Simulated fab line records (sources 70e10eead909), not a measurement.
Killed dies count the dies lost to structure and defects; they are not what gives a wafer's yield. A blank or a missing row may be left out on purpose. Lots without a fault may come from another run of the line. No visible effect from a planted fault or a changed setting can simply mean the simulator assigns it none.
Tool commonality check / flow nandHarc / Sampled: 12 lots, 36 wafers

## WHAT PROMPTED THE OPENING
At NHARC_P_GATE_CD_MEAS_46 the reading cdNm is flagged on 2 of 12 lots. Wafers without a fault read 719.9 nm, standard deviation 1.8.
Rule: a lot gets a flag if all its wafers with a number sit over 4 standard deviations from that mean, or if no wafer of it has a number. The rest of the lots are taken to be sound.

lot=L763; measured=day 6 01:35; on=cdSem-02; cdNm (nm), wafer by wafer=720.9 721.5 719.0; flag=
lot=L765; measured=day 6 21:01; on=cdSem-03; cdNm (nm), wafer by wafer=719.0 721.3 720.3; flag=
lot=L767; measured=day 7 15:19; on=cdSem-02; cdNm (nm), wafer by wafer=719.7 720.9 718.3; flag=
lot=L766; measured=day 7 15:28; on=cdSem-03; cdNm (nm), wafer by wafer=722.1 719.0 721.9; flag=
lot=L768; measured=day 8 09:01; on=cdSem-01; cdNm (nm), wafer by wafer=721.5 719.8 722.1; flag=
lot=L769; measured=day 8 14:43; on=cdSem-02; cdNm (nm), wafer by wafer=719.7 719.7 722.2; flag=
lot=L771; measured=day 9 07:31; on=cdSem-03; cdNm (nm), wafer by wafer=719.8 720.9 719.9; flag=
lot=L774; measured=day 10 10:57; on=cdSem-03; cdNm (nm), wafer by wafer=717.5 717.8 719.3; flag=
lot=L780; measured=day 13 06:58; on=cdSem-02; cdNm (nm), wafer by wafer=721.2 721.1 721.1; flag=
lot=L781; measured=day 13 07:35; on=cdSem-01; cdNm (nm), wafer by wafer=741.8 739.5 739.9; flag=FLAGGED
lot=L782; measured=day 13 21:07; on=cdSem-02; cdNm (nm), wafer by wafer=738.3 740.5 743.1; flag=FLAGGED
lot=L784; measured=day 14 19:26; on=cdSem-02; cdNm (nm), wafer by wafer=720.2 718.1 720.6; flag=
On average the flagged lots' numbers are 740.5 nm, which is +20.6 nm against the usual, or +11 standard deviations.

## WHICH TOOL EACH LOT WENT THROUGH
The record keeps 1 process step preceding the reading, out of 1302 steps on the route. Cell contents, in order: the tool; ch with the chambers the sampled wafers went through; the start.
lot=L763; flag=; NHARC_P_GATE_EXPOSE_43=krfScanner-01 ch 0, day 6 01:26
lot=L765; flag=; NHARC_P_GATE_EXPOSE_43=krfScanner-03 ch 0, day 6 20:52
lot=L767; flag=; NHARC_P_GATE_EXPOSE_43=krfScanner-01 ch 0, day 7 15:09
lot=L766; flag=; NHARC_P_GATE_EXPOSE_43=krfScanner-03 ch 0, day 7 15:19
lot=L768; flag=; NHARC_P_GATE_EXPOSE_43=krfScanner-04 ch 0, day 8 08:52
lot=L769; flag=; NHARC_P_GATE_EXPOSE_43=krfScanner-01 ch 0, day 8 14:34
lot=L771; flag=; NHARC_P_GATE_EXPOSE_43=krfScanner-04 ch 0, day 9 07:22
lot=L774; flag=; NHARC_P_GATE_EXPOSE_43=krfScanner-01 ch 0, day 10 10:47
lot=L780; flag=; NHARC_P_GATE_EXPOSE_43=krfScanner-03 ch 0, day 13 06:49
lot=L781; flag=FLAGGED; NHARC_P_GATE_EXPOSE_43=krfScanner-01 ch 0, day 13 07:26
lot=L782; flag=FLAGGED; NHARC_P_GATE_EXPOSE_43=krfScanner-01 ch 0, day 13 20:58
lot=L784; flag=; NHARC_P_GATE_EXPOSE_43=krfScanner-03 ch 0, day 14 19:16
What these steps do:
- NHARC_P_GATE_EXPOSE_43: exposes mask P NSD, target cd 720 nm.
- NHARC_P_GATE_CD_MEAS_46: target cd 720 nm.

## FLAGGED OVER TOTAL, TOOL BY TOOL (the gauges that took the reading come last)
step=NHARC_P_GATE_EXPOSE_43; tool=krfScanner-01; lots run=6; flagged=2; share of the flagged lots=all; sound lots run after its first flagged lot=0
step=NHARC_P_GATE_EXPOSE_43; tool=krfScanner-03; lots run=4; flagged=0; share of the flagged lots=none; sound lots run after its first flagged lot=-
step=NHARC_P_GATE_EXPOSE_43; tool=krfScanner-04; lots run=2; flagged=0; share of the flagged lots=none; sound lots run after its first flagged lot=-
step=NHARC_P_GATE_CD_MEAS_46; tool=cdSem-01; lots run=2; flagged=1; share of the flagged lots=some; sound lots run after its first flagged lot=0
step=NHARC_P_GATE_CD_MEAS_46; tool=cdSem-02; lots run=6; flagged=1; share of the flagged lots=some; sound lots run after its first flagged lot=1 (L784)
step=NHARC_P_GATE_CD_MEAS_46; tool=cdSem-03; lots run=4; flagged=0; share of the flagged lots=none; sound lots run after its first flagged lot=-

## WHAT THE TABLE ALLOWS
In the table, 1 row covers all flagged lots: krfScanner-01 at NHARC_P_GATE_EXPOSE_43.
- krfScanner-01 at NHARC_P_GATE_EXPOSE_43 ran 6 lots, 2 of them flagged. A fault beginning between L774 (day 10 10:47), its last sound lot, and L781 (day 13 07:26), its first flagged one, fits the data. Its own readings (exposureDoseMJCm2) fall more than 4 standard deviations out on all wafers of the flagged lots.
Left over: one tool, krfScanner-01 at NHARC_P_GATE_EXPOSE_43.

## WHAT THE SIMULATOR HAD INSERTED
Process parameters drifting: krfScanner-01 at NHARC_P_GATE_EXPOSE_43, beginning at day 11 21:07. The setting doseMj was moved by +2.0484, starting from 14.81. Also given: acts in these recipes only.
Struck lots among those shown: L781, L782. This agrees with what the rule above found.
